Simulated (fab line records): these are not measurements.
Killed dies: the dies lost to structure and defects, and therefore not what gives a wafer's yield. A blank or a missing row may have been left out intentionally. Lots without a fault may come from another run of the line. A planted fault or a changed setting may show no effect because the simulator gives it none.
Struck lot and sound lot, side by side || flow n5_finfet || 17 out of 1938 route steps
Sound: wafers L934.2, L934.3, L934.6. Struck: wafer L942.5 (L942.2, L942.6, from the same lot, were not struck and are left out); the cause is given at the end.
Order at every step that has rows: each side's tool, ch and its chambers, its first start. Under that, the readings that differ: sound wafers || struck wafers || difference of the means || sigmas: that difference in standard deviations of wafers without a fault.
alike: same words and numbers on both sides, and readings whose means sit less than 2 such deviations apart. not compared: any withheld reading, any reading some wafer has no value for, any bound like >300 that may hide the same value, and any number with overlapping values for which the record gives no deviation.
Wherever a step has rows on one side only, a row that says differs or no value, or a row with sigmas, the two part there. When numbers do not overlap yet have no deviation, they are printed without sigmas and do not part them. A reading that every wafer of one side lacks parts them only if that side has two wafers or more.

first, 7 steps without rows for these wafers: N5_BEOL_M11_COAT_60 (time 60 s, resist thk 30 nm); N5_BEOL_M11_COAT_05 (resist thk 90 nm); N5_BEOL_M11_EBR_07; N5_BEOL_M11_SOFTBAKE_06 (time 60 s); N5_BEOL_M11_EXPOSE_08 (exposes mask M11); N5_BEOL_M11_PEB_09 (peb time 60 s); N5_BEOL_M11_DEVELOP_10 (develop time 30 s).
N5_BEOL_M11_CD_MEAS_11: the cd target is 64.1 nm.
  sound on cd_sem-03 ch 0, day 11 20:23; struck on cd_sem-02 ch 0, day 14 16:37
  alike: cd_nm
N5_BEOL_M11_OVL_MEAS_12:
  sound on overlay-02 ch 0, day 11 20:25; struck on overlay-02 ch 0, day 14 16:39
  alike: M11_OVL
N5_BEOL_M11_INSPECT_13: inspects for defects (brightfield).
  struck on defect_inspect-02, day 14 16:40; sound on defect_inspect-02, day 11 20:26
{"reading": "raw_defect_count", "sound": "607 469 510", "struck": 769, "difference": "+240", "sigmas": "+2"}
N5_BEOL_M11_DESCUM_16: chemistry O2, time 7.9 s.
  sound on rie_diel-04 ch 0,1,2, day 11 20:28; struck on rie_diel-02 ch 3, day 14 16:44
{"reading": "drypump_motor_current_A (A)", "sound": "6.1 6.6 5.5", "struck": 4.8, "difference": -1.3, "sigmas": -2}
{"reading": "temp_c (C)", "sound": "40.15 39.98 40.08", "struck": 39.80, "difference": -0.27, "sigmas": -2}
  alike: oes_product_au, rf_vpp_V, showerhead_plenum_p_Torr, throttle_valve_pct
  not compared: rf_hours_counter_h
N5_BEOL_M11_ETCH_61: etches SiARC in CF4, target depth 39 nm, time 65 s.
  sound on rie_diel-04 ch 0,1,2, day 11 20:30; struck on rie_diel-02 ch 3, day 14 16:46
{"reading": "drypump_motor_current_A (A)", "sound": "6.1 6.6 5.5", "struck": 4.7, "difference": -1.4, "sigmas": -3}
  alike: etch_rf_on_time_s, oes_product_au, rf_vpp_V, showerhead_plenum_p_Torr, throttle_valve_pct
  not compared: rf_hours_counter_h
N5_BEOL_M11_ETCH_62: etches SOC in N2/H2, target depth 110 nm, overetch 22 nm, time 165 s.
  sound on rie_diel-04 ch 0,1,2, day 11 20:33; struck on rie_diel-02 ch 3, day 14 16:49
{"reading": "drypump_motor_current_A (A)", "sound": "6.1 6.6 5.5", "struck": 4.8, "difference": -1.3, "sigmas": -2}
{"reading": "model.SiARC_of_BEOL_M11_COAT_60.thk_nm (nm)", "sound": "23.4 23.6 23.4", "struck": 20.8, "difference": -2.7, "sigmas": ""}
{"reading": "model.BEOL_M11.cd_offset_nm (nm)", "sound": "-1.4 -1.4 -0.8", "struck": 0.2, "difference": "+1.4", "sigmas": ""}
  alike: oes_product_au, rf_vpp_V, showerhead_plenum_p_Torr, temp_c, throttle_valve_pct
  not compared: rf_hours_counter_h
then, 1 step without rows for these wafers: N5_BEOL_M11_STRIP_68 (strips in N2/H2).
N5_BEOL_M11_STRIP_67: strips in CF4.
  sound on rie_diel-04 ch 0,1,2, day 11 20:42; struck on rie_diel-02 ch 3, day 14 16:58
{"reading": "drypump_motor_current_A (A)", "sound": "6.1 6.6 5.5", "struck": 4.8, "difference": -1.3, "sigmas": -2}
  alike: oes_product_au, rf_vpp_V, showerhead_plenum_p_Torr, throttle_valve_pct
  not compared: rf_hours_counter_h
N5_BEOL_M11_HM_OPEN_17: chemistry Cl2/BCl3, target TiN, target depth 20 nm, overetch 6 nm.
  sound on rie_metal-03 ch 1, day 11 20:44; struck on rie_metal-01 ch 1, day 14 17:01
{"reading": "model.BEOL_M11.cd_offset_nm (nm)", "sound": "-1.4 -1.2 -0.8", "struck": 0.2, "difference": "+1.3", "sigmas": ""}
  alike: drypump_motor_current_A, oes_product_au, throttle_valve_pct
  not compared: rf_hours_counter_h
N5_BEOL_M11_STRIP_19: strips in O2.
  sound on rie_diel-05 ch 1,3, day 11 20:51; struck on rie_diel-02 ch 1, day 14 17:07
{"reading": "showerhead_plenum_p_Torr (Torr)", "sound": "2.07 2.06 2.06", "struck": 2.21, "difference": "+0.15", "sigmas": "+2"}
{"reading": "throttle_valve_pct (%)", "sound": "17.23 16.95 16.95", "struck": 16.30, "difference": -0.74, "sigmas": -3}
  alike: drypump_motor_current_A, oes_product_au, rf_vpp_V, temp_c
  not compared: rf_hours_counter_h

## WHERE THEY PART
At N5_BEOL_M11_INSPECT_13 first; at N5_BEOL_M11_STRIP_19 last (within this record only).

WHY: what the simulator had put in
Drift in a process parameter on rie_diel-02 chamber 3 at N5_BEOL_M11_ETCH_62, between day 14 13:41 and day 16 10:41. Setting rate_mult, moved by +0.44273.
